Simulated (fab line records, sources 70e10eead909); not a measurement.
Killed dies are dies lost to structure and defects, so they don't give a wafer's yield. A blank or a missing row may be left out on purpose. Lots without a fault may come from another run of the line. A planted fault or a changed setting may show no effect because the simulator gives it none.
Chamber matching | flow nand_harc | NHARC_A_CONTACT_ALD_18 on ald_metal-03: 4 sister chambers
The step deposits TiN, target thk 3 nm, pulse time 1 s, ald cycles 150. 8 wafers are shown with their chamber, then 12 later ones without.

WAFERS WITH THEIR CHAMBER
wafer  | chamber | heater_power_w (W) | precursor_pulse_height_rel
L086.5 | 0       | 1046               | 1.010
L086.2 | 1       | 941                | 1.001
L086.6 | 3       | 965                | 0.977
L087.1 | 3       | 1009               | 0.992
L087.6 | 2       | 1199               | 0.993
L090.1 | 2       | 1187               | 0.991
L090.3 | 0       | 1067               | 0.984
L090.6 | 1       | 916                | 0.977

WAFERS WITHOUT THEIR CHAMBER
wafer  | heater_power_w (W) | precursor_pulse_height_rel
L088.1 | 1211               | 1.002
L088.5 | 1032               | 1.019
L088.6 | 936                | 0.985
L091.1 | 895                | 1.022
L091.2 | 1067               | 0.985
L091.3 | 1206               | 0.957
L091.4 | 1063               | 1.022
L091.5 | 934                | 0.978
L091.6 | 1203               | 1.001
L095.1 | 1015               | 0.976
L095.5 | 927                | 0.994
L095.6 | 1062               | 1.020

WHICH CHAMBER EACH WENT THROUGH
wafer  | from the rows above     | in truth
L088.1 | 2                       | 2
L088.5 | can't be placed: 0 or 3 | 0
L088.6 | 1                       | 1
L091.1 | 1                       | 1
L091.2 | 0                       | 0
L091.3 | 2                       | 2
L091.4 | 0                       | 0
L091.5 | can't be placed: 1 or 3 | 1
L091.6 | 2                       | 2
L095.1 | can't be placed: 3 or 0 | 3
L095.5 | 1                       | 1
L095.6 | 0                       | 0
Placed correctly: 9 of 12. Can't be placed from these rows: 3 (the true chamber is among the candidates in 3). Placed wrongly: 0.
How it was worked out, from the rows above alone: a wafer's distance from a chamber is the root of the sum, over the readings, of the square of ((its reading less the chamber's mean) divided by the reading's scatter). The wafer belongs to the nearest chamber; if the next one is less than 2 further off, it can't be placed. A chamber's mean is the mean of its shown wafers. The scatter: the root of (the sum of the squares of (reading less its chamber's mean) over the shown wafers, divided by (wafers less chambers)).
